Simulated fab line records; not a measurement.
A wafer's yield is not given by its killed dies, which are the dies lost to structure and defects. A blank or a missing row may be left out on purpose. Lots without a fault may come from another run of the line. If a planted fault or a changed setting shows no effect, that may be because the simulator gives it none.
Struck lot and sound lot, side by side / flow n5 finfet / 14 steps out of a route of 1938
Sound: wafers L280.3, L280.5, L280.6. Struck: wafer L294.5; the same lot's L294.4 was not struck, so it is left out; see the end for the cause.
At each step with rows: each side's tool, then ch and its chambers, then its first start. Under that, the readings that differ: sound wafers / struck wafers / difference of the means / sigmas: that difference in standard deviations of wafers without a fault.
alike: words and numbers the same on both sides, and readings whose means are apart by under 2 such deviations; not compared: readings that were withheld, readings missing a value for some wafer, numbers with overlapping values and no deviation given by the record, and bounds like >300 which may hide the same value.
Wherever a step has rows on one side only, a row that says differs or no value, or a row with sigmas, the two part there. Numbers that don't overlap but have no deviation are shown without sigmas and don't part them. A reading missing from all wafers of one side parts the sides only when that side holds two or more wafers.

first, 10 steps without rows for these wafers: N5_FIN_CUT_DESCUM_13 (chemistry O2, time 7 s); N5_FIN_CUT_ETCH_30 (etches underlayer in N2/H2, target depth 13 nm, time 10.4 s); N5_FIN_CUT_ETCH_20 (etches SiARC in CF4, target depth 26 nm, time 43.3 s); N5_FIN_CUT_ETCH_21 (etches SOC in N2/H2, target depth 219 nm, overetch 43.8 nm, time 523.5 s); N5_FIN_CUT_STRIP_23 (strips in N2/H2); N5_FIN_CUT_STRIP_31 (strips in N2/H2); N5_FIN_CUT_STRIP_24 (strips in CF4); N5_FIN_CUT_CUT_ETCH_26 (etches SiNx in CH3F/O2, target depth 39 nm, time 55.7 s); N5_FIN_CUT_CUT_ETCH_27 (etches SiO2 in CHF3/O2, target depth 4 nm, overetch 2 nm, time 4.9 s); N5_FIN_CUT_PRECLEAN_35 (cleans in vHF, time 13.3 s).
N5_FIN_CUT_CUT_ETCH_15: etches Si in HBr/Cl2/O2, target depth 100 nm, bt time 10 s, time 42.4 s.
  sound on rie si-01 ch 0,1,3, day 3 06:55; struck on rie si-01 ch 0, day 6 19:14
reading=oes product au (a.u.); sound=1.022 0.979 1.001; struck=1.040; difference=+0.039; sigmas=+3
reading=model.FIN_CUT.feature depth nm (nm); sound=98.4 99 100.4; struck=142.6; difference=+43.3; sigmas=
reading=model.etch.depth nm (nm); sound=98.42 99.03 100.5; struck=142.5; difference=+43.2; sigmas=
reading=model.SOC_of_FIN_CUT_COAT_18.thk nm (nm); sound=170 170 169.6; struck=152.8; difference=-17.1; sigmas=
  alike: chamber pressure mTorr, drypump motor current A, throttle valve pct
  not compared: rf hours counter h
N5_FIN_CUT_CUT_ETCH_28: etches Si in HBr/Cl2/O2, target depth 6 nm, time 2.4 s.
  sound on rie si-01 ch 0,1,3, day 3 06:58; struck on rie si-01 ch 0, day 6 19:18
reading=chamber pressure mTorr (mTorr); sound=9.985 9.990 9.989; struck=10.009; difference=+0.021; sigmas=+2
reading=drypump motor current A (A); sound=5.2 5.7 6.8; struck=6.8; difference=+0.9; sigmas=+2
reading=model.SOC_of_FIN_CUT_COAT_18.thk nm (nm); sound=168.4 168.2 168; struck=151.2; difference=-17.0; sigmas=
  alike: oes product au, throttle valve pct
  not compared: rf hours counter h
then, 1 step without rows for these wafers: N5_FIN_CUT_STRIP_22 (strips in N2/H2).
-- here the record skips 6 days between the struck wafers' starts before and after, leaving off in module FIN_CUT and picking up in module BEOL_M4 (first step shown: number 1111 of the route) --
N5_BEOL_M4_RC_MEAS_101:
  sound on prober-02 ch 0, day 9 01:12; struck on prober-01 ch 0, day 12 10:31
  alike: DIBL_N, DIBL_P, IOFF_N, IOFF_P, ION_N, ION_P, SS_N, SS_P, VT_N, VT_P

== WHERE THEY PART ==
Last at N5_FIN_CUT_CUT_ETCH_28 as far as this record goes, first at N5_FIN_CUT_CUT_ETCH_15. Later steps at which nothing parts them and some readings are alike: N5_BEOL_M4_RC_MEAS_101.

WHY: the cause the simulator had injected
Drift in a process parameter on rie si-01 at N5_FIN_CUT_CUT_ETCH_15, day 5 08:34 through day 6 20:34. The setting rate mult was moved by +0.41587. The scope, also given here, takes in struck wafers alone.
